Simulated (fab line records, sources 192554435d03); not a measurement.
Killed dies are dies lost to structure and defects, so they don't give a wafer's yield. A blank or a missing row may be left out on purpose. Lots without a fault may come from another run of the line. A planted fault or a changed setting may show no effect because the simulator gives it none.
Split-lot experiment | flow n5_finfet | 7 lots, 21 wafers read, on a route of 1938 steps

THE SPLIT
At N5_BEOL_M1_PECVD_72 (deposits SiO2 from TEOS/O2, target thk 16 nm, time 18 s), the setting time_s was moved away from the recipe's 18 s on 10 of the 21 wafers read, by -12.8% to +12.9%. The other wafers ran this setting at the recipe's value.

The reading is taken at the split's own step.

THE READING
SiO2_of_BEOL_M1_PECVD_72.thk_nm (the simulator's own value, which no gauge read), in nm, at N5_BEOL_M1_PECVD_72 (deposits SiO2 from TEOS/O2, target thk 16 nm, time 18 s). The file gives no usual value for it. The 11 wafers here that ran the recipe average 16.0 nm, standard deviation 0.22 nm.

wafer  | tool, chamber at the split | time_s as run, s | against the recipe | SiO2_of_BEOL_M1_PECVD_72.thk_nm, nm | against lot-mates on the recipe
L075.1 | pecvd-03, 0                | 18               | recipe             | 16                                  | -
L075.3 | pecvd-03, 1                | 18.68            | +3.8%              | 16.8                                | +0.7
L075.5 | pecvd-03, 1                | 18               | recipe             | 16.2                                | -
L076.1 | pecvd-03, 1,2              | 18               | recipe             | 16                                  | -
L076.2 | pecvd-03, 1,2              | 18               | recipe             | 16                                  | -
L076.4 | pecvd-03, 2                | 18               | recipe             | 16.2                                | -
L079.1 | pecvd-01, 0,2              | 19.8             | +10.0%             | 17.4                                | +1.4
L079.2 | pecvd-01, 0,2              | 19.8             | +10.0%             | 17.4                                | +1.4
L079.4 | pecvd-01, 2                | 18               | recipe             | 16                                  | -
L084.4 | pecvd-01, 1                | 16.87            | -6.3%              | 14.8                                | -0.6
L084.5 | pecvd-01, 2                | 16.87            | -6.3%              | 15                                  | -0.4
L084.6 | pecvd-01, 0                | 18               | recipe             | 15.4                                | -
L088.1 | pecvd-04, 0,1              | 15.7             | -12.8%             | 13.8                                | -2.0
L088.4 | pecvd-04, 0,1              | 15.7             | -12.8%             | 13.8                                | -2.0
L088.2 | pecvd-04, 1                | 18               | recipe             | 15.8                                | -
L094.1 | pecvd-01, 0                | 20.32            | +12.9%             | 17.2                                | +1.2
L094.5 | pecvd-01, 1                | 18               | recipe             | 16                                  | -
L094.6 | pecvd-01, 0                | 20.32            | +12.9%             | 17.6                                | +1.6
L096.1 | pecvd-03, 2                | 18               | recipe             | 16                                  | -
L096.4 | pecvd-03, 1                | 18               | recipe             | 16.2                                | -
L096.6 | pecvd-03, 2                | 16.61            | -7.7%              | 15                                  | -1.1
Where a row lists several chambers, the file gives one row for several wafers and doesn't say which wafer went through which chamber.

THE FIT
A straight line over all 21 wafers: SiO2_of_BEOL_M1_PECVD_72.thk_nm changes by +0.144 nm for each +1% of time_s; r = +0.97; the points scatter about the line by 0.26 nm.
The same after taking each lot's own level away (the mean of its wafers on the recipe; 21 wafers): +0.131 nm for each +1%; r = +0.98; scatter 0.21 nm.
On that fit, the largest move of time_s shifts the reading by 1.7 nm.
The lots' own levels span 15.40 to 16.10 nm, that is 3.2 times the standard deviation above.
So the lot-to-lot level changes the slope little: the two slopes agree.
Check: with one of the wafers moved furthest among these (+12.9%) left out of the fit, the line predicts +1.8 nm for it against its lot-mates. It came out at +1.2 nm against them.

OTHER SPLITS ON THESE WAFERS
These wafers also went through other splits before the reading. Each is held against what the fit with the lots' levels taken away leaves over:
other split on the same wafers            | wafers away from the commonest value | r with SiO2_of_BEOL_M1_PECVD_72.thk_nm (lot level and that fit taken away)
N5_GATE_CUT_ETCH_36 cf4_flow_sccm         | 8                                    | +0.07
N5_GATE_CUT_ALD_22 ald_cycles             | 5                                    | +0.26
N5_MOL_CONTACT_COAG_EXPOSE_37 dose_mj     | 10                                   | +0.25
N5_MOL_CONTACT_COAG_ETCH_67 source_w      | 9                                    | +0.04
N5_BEOL_M0_SAQP_MANDREL_ETCH_20 bias_w    | 8                                    | -0.15
N5_BEOL_M0_CUTY_ETCH_63 source_w          | 5                                    | +0.13
N5_BEOL_M0_TRENCH_ETCH_107 target_depth_a | 9                                    | +0.15

THE FILE'S OWN FIT
SiO2_of_BEOL_M1_PECVD_72.thk_nm changes by +0.132 nm for each +1% of time_s, r = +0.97.
